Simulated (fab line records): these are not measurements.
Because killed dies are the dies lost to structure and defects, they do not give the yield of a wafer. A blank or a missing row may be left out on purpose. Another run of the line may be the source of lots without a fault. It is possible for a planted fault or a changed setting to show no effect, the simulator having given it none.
Split-lot study || flow n5_finfet || 21 wafers read from 7 lots, route of 1938 steps

SPLIT DETAILS
At N5_BEOL_M14_EXPOSE_25 (exposes mask M14, target cd 280 nm), the setting dose_mj was moved away from the recipe's 26.6 on 4 of the 21 wafers read, by -6.6% to +7.1%. All remaining wafers had this setting at the recipe value.

FROM THE SPLIT TO THE READING: what the file shows between them, 3 steps
- N5_BEOL_M14_PEB_26: peb time 90 s
- N5_BEOL_M14_DEVELOP_27: develop time 45 s
- N5_BEOL_M14_HARDBAKE_32: time 120 s

THE READING
Shown in nm: cd_nm at N5_BEOL_M14_CD_MEAS_28, with target cd 284.4 nm. Typical for fault-free wafers on this fab line: 284.5 nm, with standard deviation 1.9 nm.

{"wafer": "L079.2", "tool, chamber at the split": "krf_scanner-02, 0", "dose_mj as run": 27.48, "against the recipe": "+3.3%", "cd_nm, nm": 290.3, "against lot-mates on the recipe": "+2.2"}
{"wafer": "L079.3", "tool, chamber at the split": "krf_scanner-02, 0", "dose_mj as run": 26.6, "against the recipe": "recipe", "cd_nm, nm": 288.5, "against lot-mates on the recipe": "-"}
{"wafer": "L079.4", "tool, chamber at the split": "krf_scanner-02, 0", "dose_mj as run": 26.6, "against the recipe": "recipe", "cd_nm, nm": 287.8, "against lot-mates on the recipe": "-"}
{"wafer": "L084.2", "tool, chamber at the split": "krf_scanner-01, 0", "dose_mj as run": 25.76, "against the recipe": "-3.2%", "cd_nm, nm": 280.9, "against lot-mates on the recipe": -3.6}
{"wafer": "L084.3", "tool, chamber at the split": "krf_scanner-01, 0", "dose_mj as run": 26.6, "against the recipe": "recipe", "cd_nm, nm": 284.1, "against lot-mates on the recipe": "-"}
{"wafer": "L084.5", "tool, chamber at the split": "krf_scanner-01, 0", "dose_mj as run": 26.6, "against the recipe": "recipe", "cd_nm, nm": 284.8, "against lot-mates on the recipe": "-"}
{"wafer": "L089.3", "tool, chamber at the split": "krf_scanner-01, 0", "dose_mj as run": 26.6, "against the recipe": "recipe", "cd_nm, nm": 283.1, "against lot-mates on the recipe": "-"}
{"wafer": "L089.5", "tool, chamber at the split": "krf_scanner-01, 0", "dose_mj as run": 26.6, "against the recipe": "recipe", "cd_nm, nm": 280.4, "against lot-mates on the recipe": "-"}
{"wafer": "L089.6", "tool, chamber at the split": "krf_scanner-01, 0", "dose_mj as run": 28.48, "against the recipe": "+7.1%", "cd_nm, nm": 291.9, "against lot-mates on the recipe": "+10.1"}
{"wafer": "L093.1", "tool, chamber at the split": "krf_scanner-01, 0", "dose_mj as run": 26.6, "against the recipe": "recipe", "cd_nm, nm": 283.2, "against lot-mates on the recipe": "-"}
{"wafer": "L093.4", "tool, chamber at the split": "krf_scanner-01, 0", "dose_mj as run": 26.6, "against the recipe": "recipe", "cd_nm, nm": 281.0, "against lot-mates on the recipe": "-"}
{"wafer": "L093.6", "tool, chamber at the split": "krf_scanner-01, 0", "dose_mj as run": 24.85, "against the recipe": "-6.6%", "cd_nm, nm": 273.4, "against lot-mates on the recipe": -8.7}
{"wafer": "L092.1", "tool, chamber at the split": "krf_scanner-02, 0", "dose_mj as run": 26.6, "against the recipe": "recipe", "cd_nm, nm": 284.6, "against lot-mates on the recipe": "-"}
{"wafer": "L092.2", "tool, chamber at the split": "krf_scanner-02, 0", "dose_mj as run": 26.6, "against the recipe": "recipe", "cd_nm, nm": 286.6, "against lot-mates on the recipe": "-"}
{"wafer": "L092.5", "tool, chamber at the split": "krf_scanner-02, 0", "dose_mj as run": 26.6, "against the recipe": "recipe", "cd_nm, nm": 285.6, "against lot-mates on the recipe": "-"}
{"wafer": "L096.2", "tool, chamber at the split": "krf_scanner-02, 0", "dose_mj as run": 26.6, "against the recipe": "recipe", "cd_nm, nm": 285.7, "against lot-mates on the recipe": "-"}
{"wafer": "L096.3", "tool, chamber at the split": "krf_scanner-02, 0", "dose_mj as run": 26.6, "against the recipe": "recipe", "cd_nm, nm": 283.1, "against lot-mates on the recipe": "-"}
{"wafer": "L096.5", "tool, chamber at the split": "krf_scanner-02, 0", "dose_mj as run": 26.6, "against the recipe": "recipe", "cd_nm, nm": 286.5, "against lot-mates on the recipe": "-"}
{"wafer": "L097.1", "tool, chamber at the split": "krf_scanner-02, 0", "dose_mj as run": 26.6, "against the recipe": "recipe", "cd_nm, nm": 283.9, "against lot-mates on the recipe": "-"}
{"wafer": "L097.4", "tool, chamber at the split": "krf_scanner-02, 0", "dose_mj as run": 26.6, "against the recipe": "recipe", "cd_nm, nm": 280.5, "against lot-mates on the recipe": "-"}
{"wafer": "L097.6", "tool, chamber at the split": "krf_scanner-02, 0", "dose_mj as run": 26.6, "against the recipe": "recipe", "cd_nm, nm": 282.9, "against lot-mates on the recipe": "-"}

THE FIT
A straight line over all 21 wafers: cd_nm changes by +1.37 nm for each +1% of dose_mj; r = +0.82; the points scatter about the line by 2.3 nm.
The same after taking each lot's own level away (the mean of its wafers on the recipe; 21 wafers): +1.29 nm for each +1%; r = +0.94; scatter 1.2 nm.
That fit puts the effect of the largest move of dose_mj on the reading at 9.1 nm.
The span of the lots' own levels, 281.75 to 288.15 nm, comes to 3.4 times the standard deviation stated above.
Hence the lot-to-lot level has little effect on the slope; both slopes agree.
Check: with one of the wafers moved furthest among these (+7.1%) left out of the fit, the line predicts +8.09 nm for it against its lot-mates. Against them it came out at +10.1 nm.

ADDITIONAL SPLITS CARRIED BY THESE WAFERS
Other splits were also applied to these wafers ahead of the reading. Each is held against what the fit with the lots' levels taken away leaves over:
{"other split on the same wafers": "N5_BEOL_M5_COAT_22 spin_rpm", "wafers away from the commonest value": 10, "r with cd_nm (lot level and that fit taken away)": -0.04}
{"other split on the same wafers": "N5_BEOL_M7_ETCH_66 bias_w", "wafers away from the commonest value": 7, "r with cd_nm (lot level and that fit taken away)": "+0.23"}
{"other split on the same wafers": "N5_BEOL_M8_DEP_56 time_s", "wafers away from the commonest value": 6, "r with cd_nm (lot level and that fit taken away)": -0.27}
{"other split on the same wafers": "N5_BEOL_M11_TRENCH_ETCH_37 source_w", "wafers away from the commonest value": 8, "r with cd_nm (lot level and that fit taken away)": "+0.22"}
{"other split on the same wafers": "N5_BEOL_M11_CURE_72 time_s", "wafers away from the commonest value": 9, "r with cd_nm (lot level and that fit taken away)": "+0.19"}
{"other split on the same wafers": "N5_BEOL_M13_COAT_04 spin_rpm", "wafers away from the commonest value": 7, "r with cd_nm (lot level and that fit taken away)": -0.18}

THE WHOLE CHAIN: every reading that the file lists as answering this split, in the file's order
{"step": "N5_BEOL_M14_CD_MEAS_28", "what it does": "target cd 284.4 nm", "reading": "cd_nm", "change (the file's fit)": "+1.29 nm for each +1% of the setting", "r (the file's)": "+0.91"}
{"step": "N5_BEOL_M14_DESCUM_33", "what it does": "chemistry O2, time 7.9 s", "reading": "BEOL_M14.cd_nm (the simulator's own value, which no gauge read)", "change (the file's fit)": "+1.27 nm for each +1% of the setting", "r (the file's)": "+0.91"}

FILE'S OWN FIT
cd_nm changes by +1.29 nm for each +1% of dose_mj, r = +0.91.
